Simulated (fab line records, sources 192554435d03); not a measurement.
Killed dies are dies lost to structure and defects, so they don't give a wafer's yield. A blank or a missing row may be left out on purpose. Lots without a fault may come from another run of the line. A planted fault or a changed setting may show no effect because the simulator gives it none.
Which tool did it? | flow n5_finfet | 9 lots, 27 wafers sampled, at 1 step of a route of 1938

WHAT THE GAUGES READ, wafer by wafer
N5_BEOL_M4_RC_MEAS_101.
lot  | measured     | on        | DIBL_N (mV/V)
L622 | day 8 01:31  | prober-01 | 35.5 36.4 35.7
L629 | day 9 08:10  | prober-01 | 36.3 35.7 37.0
L634 | day 11 00:52 | prober-01 | 37.7 34.9 36.2
L635 | day 11 09:40 | prober-02 | 34.9 35.7 36.9
L639 | day 12 06:56 | prober-02 | 38.5 35.0 32.8
L640 | day 12 15:16 | prober-02 | 36.3 34.8 37.2
L643 | day 13 05:11 | prober-02 | 35.5 32.0 35.6
L644 | day 13 07:12 | prober-02 | 37.5 38.9 35.0
L645 | day 14 00:20 | prober-01 | 39.1 37.7 39.5

WHICH TOOL RAN EACH LOT (tool, then ch and the chambers of the sampled wafers, then the start)
The record holds no process step before these readings.

THE ANSWER, worked out from the rows above alone
Rule: what is usual is taken from the lots themselves. Put in order of their means at a reading, lots are off if they are a third of the lots or fewer, leave a main group of 4 or more, and stand apart from it by a gap of 3 or more times the standard deviation of the main group's means; of several such gaps the widest counts. A main group whose means are all the same, to the digits that the tables above print for the reading, isn't used. A lot without any number at a reading at which 4 lots or more have one is off too. The other lots that the step has rows for count as sound.
No lot is off at any reading shown: from this, nothing can be told.

WHAT THE SIMULATOR HAD PUT IN
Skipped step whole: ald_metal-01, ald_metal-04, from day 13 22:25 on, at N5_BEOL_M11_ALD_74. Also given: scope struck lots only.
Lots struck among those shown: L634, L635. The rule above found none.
